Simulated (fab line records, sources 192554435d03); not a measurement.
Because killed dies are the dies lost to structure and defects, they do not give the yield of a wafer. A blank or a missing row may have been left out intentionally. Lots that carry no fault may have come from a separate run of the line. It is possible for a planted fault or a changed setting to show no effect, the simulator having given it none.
Lot-split experiment / flow n5_finfet / 21 wafers read across 7 lots, on a route 1938 steps long

## ABOUT THE SPLIT
At N5_SD_EPI_P_EPI_21 (deposits SiGe:B, time 355 s), the setting time_s was moved away from the recipe's 355 s on 11 of the 21 wafers read, by -10.4% to +15.1%. The other wafers ran this setting at the recipe's value.

## FROM THE SPLIT TO THE READING: what the file shows between them, 6 steps
- N5_SD_EPI_P_EPI_MEAS_23
- N5_SD_EPI_P_HM_STRIP_48: strips SiNx in H3PO4, material SiNx, target depth 3 nm
- N5_SD_EPI_P_SRD_49: time 30 s
- N5_SD_EPI_P_PRECLEAN_24: cleans in O3/DIW, time 45 s
- N5_SD_ACTIVATION_RTA_00: time 0 s
- N5_SD_ACTIVATION_LSA_01: time 0.0008 s

## THE READING
Measured at N5_SD_ACTIVATION_RS_MEAS_03 by four-point probe: RS_SD_P, in ohm/sq. Typical for fault-free wafers on this fab line: 56.2 ohm/sq, with standard deviation 1 ohm/sq.

wafer=L076.2; tool, chamber at the split=epi_rpcvd-03, 0; time_s as run, s=355; against the recipe=recipe; RS_SD_P, ohm/sq=56.1; against lot-mates on the recipe=-
wafer=L076.4; tool, chamber at the split=epi_rpcvd-03, 0; time_s as run, s=392; against the recipe=+10.4%; RS_SD_P, ohm/sq=52.2; against lot-mates on the recipe=-3.9
wafer=L076.6; tool, chamber at the split=epi_rpcvd-03, 0; time_s as run, s=392; against the recipe=+10.4%; RS_SD_P, ohm/sq=52.8; against lot-mates on the recipe=-3.3
wafer=L077.2; tool, chamber at the split=epi_rpcvd-03, 0; time_s as run, s=355; against the recipe=recipe; RS_SD_P, ohm/sq=57.0; against lot-mates on the recipe=-
wafer=L077.3; tool, chamber at the split=epi_rpcvd-03, 0; time_s as run, s=395.3; against the recipe=+11.4%; RS_SD_P, ohm/sq=53.3; against lot-mates on the recipe=-3.2
wafer=L077.5; tool, chamber at the split=epi_rpcvd-03, 0; time_s as run, s=355; against the recipe=recipe; RS_SD_P, ohm/sq=55.9; against lot-mates on the recipe=-
wafer=L078.1; tool, chamber at the split=epi_rpcvd-02, 0; time_s as run, s=355; against the recipe=recipe; RS_SD_P, ohm/sq=58.9; against lot-mates on the recipe=-
wafer=L078.3; tool, chamber at the split=epi_rpcvd-02, 0; time_s as run, s=318.2; against the recipe=-10.4%; RS_SD_P, ohm/sq=61.7; against lot-mates on the recipe=+2.8
wafer=L078.5; tool, chamber at the split=epi_rpcvd-02, 0; time_s as run, s=318.2; against the recipe=-10.4%; RS_SD_P, ohm/sq=62.3; against lot-mates on the recipe=+3.4
wafer=L079.3; tool, chamber at the split=epi_rpcvd-02, 0; time_s as run, s=355; against the recipe=recipe; RS_SD_P, ohm/sq=56.8; against lot-mates on the recipe=-
wafer=L079.4; tool, chamber at the split=epi_rpcvd-02, 0; time_s as run, s=355; against the recipe=recipe; RS_SD_P, ohm/sq=56.7; against lot-mates on the recipe=-
wafer=L079.6; tool, chamber at the split=epi_rpcvd-02, 0; time_s as run, s=355; against the recipe=recipe; RS_SD_P, ohm/sq=56.8; against lot-mates on the recipe=-
wafer=L083.2; tool, chamber at the split=epi_rpcvd-02, 0; time_s as run, s=382.8; against the recipe=+7.8%; RS_SD_P, ohm/sq=53.0; against lot-mates on the recipe=-1.8
wafer=L083.3; tool, chamber at the split=epi_rpcvd-02, 0; time_s as run, s=355; against the recipe=recipe; RS_SD_P, ohm/sq=54.9; against lot-mates on the recipe=-
wafer=L083.6; tool, chamber at the split=epi_rpcvd-02, 0; time_s as run, s=355; against the recipe=recipe; RS_SD_P, ohm/sq=54.7; against lot-mates on the recipe=-
wafer=L093.2; tool, chamber at the split=epi_rpcvd-03, 0; time_s as run, s=328.9; against the recipe=-7.4%; RS_SD_P, ohm/sq=58.2; against lot-mates on the recipe=no lot-mate on the recipe
wafer=L093.4; tool, chamber at the split=epi_rpcvd-03, 0; time_s as run, s=328.9; against the recipe=-7.4%; RS_SD_P, ohm/sq=58.2; against lot-mates on the recipe=no lot-mate on the recipe
wafer=L093.6; tool, chamber at the split=epi_rpcvd-03, 0; time_s as run, s=328.9; against the recipe=-7.4%; RS_SD_P, ohm/sq=58.7; against lot-mates on the recipe=no lot-mate on the recipe
wafer=L096.2; tool, chamber at the split=epi_rpcvd-02, 0; time_s as run, s=355; against the recipe=recipe; RS_SD_P, ohm/sq=55.5; against lot-mates on the recipe=-
wafer=L096.3; tool, chamber at the split=epi_rpcvd-02, 0; time_s as run, s=408.6; against the recipe=+15.1%; RS_SD_P, ohm/sq=51.4; against lot-mates on the recipe=-4.1
wafer=L096.6; tool, chamber at the split=epi_rpcvd-02, 0; time_s as run, s=408.6; against the recipe=+15.1%; RS_SD_P, ohm/sq=51.7; against lot-mates on the recipe=-3.8

FIT RESULTS
A straight line over all 21 wafers: RS_SD_P changes by -0.365 ohm/sq for each +1% of time_s; r = -0.93; the points scatter about the line by 1.1 ohm/sq.
The same after taking each lot's own level away (the mean of its wafers on the recipe; 18 wafers): -0.287 ohm/sq for each +1%; r = -0.99; scatter 0.38 ohm/sq.
The reading moves by 4.3 ohm/sq for the largest change in time_s, on that fit.
The span of the lots' own levels, 54.80 to 58.90 ohm/sq, comes to 4.1 times the standard deviation stated above.
Hence the slope depends on the lot-to-lot level, as the two fits are not the same.
Check: -4.37 ohm/sq against its lot-mates is what the line predicts for one of the wafers moved furthest among these (+15.1%) when that wafer is left out of the fit. Against them it came out at -4.1 ohm/sq.

## OTHER SPLITS ON THESE WAFERS
Note: prior to the reading, these wafers also went through further splits. Each is held against what the fit with the lots' levels taken away leaves over:
other split on the same wafers=N5_FIN_CUT_COAT_19 spin_rpm; wafers away from the commonest value=11; r with RS_SD_P (lot level and that fit taken away)=+0.26
other split on the same wafers=N5_SD_EPI_N_ETCH_16 target_depth_a; wafers away from the commonest value=6; r with RS_SD_P (lot level and that fit taken away)=-0.28
other split on the same wafers=N5_SD_EPI_N_EPI_21 epi_growth_time_s; wafers away from the commonest value=4; r with RS_SD_P (lot level and that fit taken away)=-0.25

## THE WHOLE CHAIN: every reading that the file lists as answering this split, in the file's order
step=N5_SD_EPI_P_EPI_21; what it does=deposits SiGe:B, time 355 s; reading=SiGe-B_of_SD_EPI_P_EPI_21.thk_nm (the simulator's own value, which no gauge read); change (the file's fit)=+0.35 nm for each +1% of the setting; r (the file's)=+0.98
step=N5_SD_EPI_P_EPI_MEAS_23; what it does=; reading=thk_nm; change (the file's fit)=withheld for each +1% of the setting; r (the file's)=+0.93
step=N5_SD_ACTIVATION_RS_MEAS_03; what it does=measures by four-point-probe; reading=RS_SD_P; change (the file's fit)=-0.281 for each +1% of the setting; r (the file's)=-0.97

## THE FILE'S OWN FIT
RS_SD_P changes by -0.281 ohm/sq for each +1% of time_s, r = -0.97.
